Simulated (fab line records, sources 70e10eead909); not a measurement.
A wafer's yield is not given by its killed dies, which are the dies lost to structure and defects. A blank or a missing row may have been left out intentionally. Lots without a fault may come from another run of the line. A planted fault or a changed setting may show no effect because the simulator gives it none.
Comparing a struck lot with a sound one -- flow nand harc -- 15 steps out of a route of 1302
Sound: the wafers L878.2, L878.3, L878.4. Struck: wafer L872.4. (L872.2 of the same lot was not struck and is left out.) The cause comes at the end.
Order at every step that has rows: each side's tool, ch and its chambers, its first start. Under that, the readings that differ: sound wafers -- struck wafers -- difference of the means -- sigmas: that difference in standard deviations of wafers without a fault.
alike: a reading whose means differ by less than 2 such deviations, as well as words and numbers matching on both sides. not compared: withheld readings; readings where some wafer has no value; bounds like >300 that might hide an equal value; numbers whose values overlap and for which the record gives no deviation.
The two part at a step that has a row with sigmas, a row that says differs or no value, or rows on one side only. Non-overlapping numbers with no deviation appear without sigmas and do not part them. A reading missing from all wafers of one side parts the sides only when that side holds two or more wafers.

first, 2 steps without rows for these wafers: NHARC_A_CONTACT_STRIP_100 (strips in CF4/CHF3); NHARC_A_CONTACT_STRIP_101 (strips in O2/COS).
NHARC_A_CONTACT_ETCH_102: etches the open film in CF4/O2, target depth 100 nm, overetch 10 nm, time 55 s.
  sound on rie diel-06 ch 1,2,3, day 29 11:26; struck on rie diel-01 ch 2, day 26 15:17
reading,sound,struck,difference,sigmas
rf hours counter h (h),5 4 5,19,+14,
  alike: drypump motor current A, oes_o_777_au, oes product au, rf vpp V, showerhead plenum p Torr, throttle valve pct
NHARC_A_CONTACT_STRIP_55: strips in O2.
  sound: rie diel-06 ch 0,1,3; struck: rie diel-01 ch 2
reading,sound,struck,difference,sigmas
rf hours counter h (h),4 4 5,19,+15,
throttle valve pct (%),17.043 17.042 17.040,17.018,-0.024,-3
  alike: drypump motor current A, oes product au, rf vpp V, showerhead plenum p Torr
then, 1 step without rows for these wafers: NHARC_A_CONTACT_STRIP_56 (strips in post etch residue remover, time 600 s).
NHARC_A_CONTACT_DEP_57: deposits aC, target thk 5300 nm.
  sound on acl dep-02 ch 0, day 29 13:56; struck on acl dep-03 ch 0, day 26 19:09
  alike: throttle valve pct
NHARC_A_CONTACT_DEP_58: deposits SiON, target thk 90 nm.
  sound on pecvd-02 ch 0,1,2, day 29 16:38; struck on pecvd-01 ch 1, day 26 20:47
  alike: heater power w
then, 5 steps without rows for these wafers: NHARC_A_CONTACT_DEHYDRATE_59 (time 120 s); NHARC_A_CONTACT_HMDS_60 (time 30 s); NHARC_A_CONTACT_COAT_61 (time 75 s); NHARC_A_CONTACT_COAT_62 (time 65 s); NHARC_A_CONTACT_COAT_63 (resist thk 90 nm).
NHARC_A_CONTACT_SOFTBAKE_64: time 55 s.
  sound on litho track-01 ch 0, day 29 16:00; struck on litho track-06 ch 0, day 26 21:00
reading,sound,struck,difference,sigmas
heater power total W (W),188.45 188.26 188.32,323.68,+135.34,+99 or more
  not compared: plate temp C
next, for these wafers, 1 step has no rows: NHARC_A_CONTACT_EBR_65.
-- break in the record here, with 3 days between the starts of the struck wafers on either side (left off in module A_CONTACT, picked up again in module END, where the first step shown is number 1302 on the route) --
NHARC_END_SORT_01:
  sound on prober-01 ch 0, day 32 08:01; struck on prober-01 ch 0, day 29 12:52
  alike: killed at array, killed at other, killed at periphery, killed dies, killed open, killed short

== WHERE THEY PART ==
Earliest at NHARC_A_CONTACT_STRIP_55; latest, in this record, at NHARC_A_CONTACT_SOFTBAKE_64. Later steps at which nothing parts them and some readings are alike: NHARC_END_SORT_01.

WHY: what the simulator had put in
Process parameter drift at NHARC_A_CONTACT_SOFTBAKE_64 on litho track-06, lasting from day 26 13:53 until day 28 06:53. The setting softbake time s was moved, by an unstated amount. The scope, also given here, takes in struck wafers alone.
